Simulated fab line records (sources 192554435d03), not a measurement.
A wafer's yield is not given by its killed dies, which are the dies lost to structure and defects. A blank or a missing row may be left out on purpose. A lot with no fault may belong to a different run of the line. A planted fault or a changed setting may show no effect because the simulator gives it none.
Matching of chambers    flow n5-finfet    rie-diel-01 running N5_GATE_CUT_DESCUM_18: 4 sister chambers
The step chemistry O2, time 7 s. 4 wafers are shown with their chamber, then 9 later ones without.

## WAFERS WITH THEIR CHAMBER
wafer   chamber  showerhead-plenum-p-Torr (Torr)
L075.5  2        2.07
L084.6  1        2.23
L087.3  3        2.13
L087.5  0        2.23

## WAFERS WHOSE CHAMBER IS MISSING
wafer   showerhead-plenum-p-Torr (Torr)
L090.3  2.23
L090.5  2.06
L090.6  2.13
L091.2  2.13
L091.4  2.23
L091.5  2.13
L096.3  2.12
L096.4  2.22
L096.5  2.06

## CHAMBER TAKEN BY EACH
wafer   from the rows above      in truth
L090.3  can't be placed: 0 or 1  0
L090.5  2                        2
L090.6  3                        3
L091.2  3                        3
L091.4  can't be placed: 0 or 1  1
L091.5  3                        3
L096.3  3                        3
L096.4  can't be placed: 0 or 1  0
L096.5  2                        2
Placed correctly: 6 of 9. Unplaceable from these rows: 3, with the true chamber sitting among the candidates in 3. 0 placed wrongly.
How it was worked out, from the rows above alone: a wafer's distance from a chamber is the root of the sum, over the readings, of the square of ((its reading less the chamber's mean) divided by the reading's scatter). If the next closest chamber is less than 2 further off than the closest, the wafer can't be placed; otherwise it belongs to the closest. Each chamber's mean is taken over the wafers shown for it. The scatter (one wafer shown for each chamber): square how far every hidden wafer sits from the nearest shown wafer, average those squares and take the square root.
